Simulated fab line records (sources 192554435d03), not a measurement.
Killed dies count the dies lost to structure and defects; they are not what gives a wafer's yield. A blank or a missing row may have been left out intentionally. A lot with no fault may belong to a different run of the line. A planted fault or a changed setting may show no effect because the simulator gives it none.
Chamber matching || flow n5_finfet || rie_diel-03 running N5_BEOL_M10_STRIP_36: 4 sister chambers
The step strips in N2/H2. 8 wafers are shown with their chamber, then 7 later ones without.

## EACH WAFER AND ITS CHAMBER
{"wafer": "L077.3", "chamber": 2, "showerhead_plenum_p_Torr (Torr)": 2.60, "drypump_motor_current_A (A)": 5.5}
{"wafer": "L078.2", "chamber": 3, "showerhead_plenum_p_Torr (Torr)": 2.55, "drypump_motor_current_A (A)": 6.3}
{"wafer": "L078.4", "chamber": 2, "showerhead_plenum_p_Torr (Torr)": 2.60, "drypump_motor_current_A (A)": 5.5}
{"wafer": "L081.3", "chamber": 1, "showerhead_plenum_p_Torr (Torr)": 2.49, "drypump_motor_current_A (A)": 6.5}
{"wafer": "L081.4", "chamber": 0, "showerhead_plenum_p_Torr (Torr)": 2.56, "drypump_motor_current_A (A)": 5.7}
{"wafer": "L081.6", "chamber": 1, "showerhead_plenum_p_Torr (Torr)": 2.49, "drypump_motor_current_A (A)": 6.6}
{"wafer": "L082.1", "chamber": 0, "showerhead_plenum_p_Torr (Torr)": 2.56, "drypump_motor_current_A (A)": 5.7}
{"wafer": "L082.2", "chamber": 3, "showerhead_plenum_p_Torr (Torr)": 2.54, "drypump_motor_current_A (A)": 6.3}

## WAFERS WITH NO CHAMBER GIVEN
{"wafer": "L082.3", "showerhead_plenum_p_Torr (Torr)": 2.49, "drypump_motor_current_A (A)": 6.5}
{"wafer": "L082.4", "showerhead_plenum_p_Torr (Torr)": 2.54, "drypump_motor_current_A (A)": 6.3}
{"wafer": "L082.5", "showerhead_plenum_p_Torr (Torr)": 2.49, "drypump_motor_current_A (A)": 6.5}
{"wafer": "L082.6", "showerhead_plenum_p_Torr (Torr)": 2.56, "drypump_motor_current_A (A)": 5.8}
{"wafer": "L096.1", "showerhead_plenum_p_Torr (Torr)": 2.47, "drypump_motor_current_A (A)": 6.5}
{"wafer": "L096.3", "showerhead_plenum_p_Torr (Torr)": 2.59, "drypump_motor_current_A (A)": 5.5}
{"wafer": "L096.5", "showerhead_plenum_p_Torr (Torr)": 2.47, "drypump_motor_current_A (A)": 6.5}

## CHAMBER TAKEN BY EACH
{"wafer": "L082.3", "from the rows above": 1, "in truth": 1}
{"wafer": "L082.4", "from the rows above": 3, "in truth": 3}
{"wafer": "L082.5", "from the rows above": 1, "in truth": 1}
{"wafer": "L082.6", "from the rows above": 0, "in truth": 0}
{"wafer": "L096.1", "from the rows above": 1, "in truth": 1}
{"wafer": "L096.3", "from the rows above": 2, "in truth": 2}
{"wafer": "L096.5", "from the rows above": 1, "in truth": 1}
Placed correctly: 7 of 7. Left unplaced by these rows: 0. Placed wrongly: 0.
How it was worked out, from the rows above alone: a wafer's distance from a chamber is the root of the sum, over the readings, of the square of ((its reading less the chamber's mean) divided by the reading's scatter). The wafer belongs to the nearest chamber; if the next one is less than 2 further off, it can't be placed. For every chamber, the mean is computed from those of its wafers that are shown. How the scatter is found: for the shown wafers, subtract from each reading the mean of its chamber, square and add these, divide the total by (wafers less chambers), then take the root.
